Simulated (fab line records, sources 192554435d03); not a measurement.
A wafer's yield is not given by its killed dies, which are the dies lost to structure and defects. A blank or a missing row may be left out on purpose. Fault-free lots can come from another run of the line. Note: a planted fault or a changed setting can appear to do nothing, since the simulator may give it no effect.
Matching of chambers | flow n5Finfet | 4 sister chambers for N5_BEOL_M12_TRENCH_ETCH_34 on rieDiel-02
The step etches SiOC in C4F8/O2/Ar, target depth 318.95 nm, time 125.5 s. 4 wafers are shown with their chamber, then 10 later ones without.

## WAFERS WITH THEIR CHAMBER
wafer  | chamber | drypumpMotorCurrentA (A)
L082.2 | 3       | 6.5
L085.5 | 2       | 5.6
L091.3 | 1       | 5.9
L091.4 | 0       | 6.2

## WAFERS MISSING THEIR CHAMBER
wafer  | drypumpMotorCurrentA (A)
L091.6 | 6.6
L090.2 | 5.9
L090.3 | 6.1
L090.5 | 5.9
L092.2 | 6.1
L092.4 | 5.9
L092.6 | 5.6
L096.2 | 6.6
L096.3 | 5.9
L096.5 | 5.6

## WHICH CHAMBER EACH WENT THROUGH
wafer  | from the rows above     | in truth
L091.6 | 3                       | 3
L090.2 | 1                       | 1
L090.3 | can't be placed: 0 or 1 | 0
L090.5 | 1                       | 1
L092.2 | can't be placed: 0 or 1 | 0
L092.4 | 1                       | 1
L092.6 | 2                       | 2
L096.2 | 3                       | 3
L096.3 | 1                       | 1
L096.5 | 2                       | 2
Correct placement for 8 of the 10. These rows do not allow placing 2 (true chamber among the candidates in 2). 0 placed wrongly.
How it was worked out, from the rows above alone: a wafer's distance from a chamber is the root of the sum, over the readings, of the square of ((its reading less the chamber's mean) divided by the reading's scatter). If the next closest chamber is less than 2 further off than the closest, the wafer can't be placed; otherwise it belongs to the closest. The mean given for a chamber averages the wafers shown for that chamber. The scatter: with one shown wafer a chamber, the root of the mean of the squares of how far each hidden wafer lies from its nearest shown one.
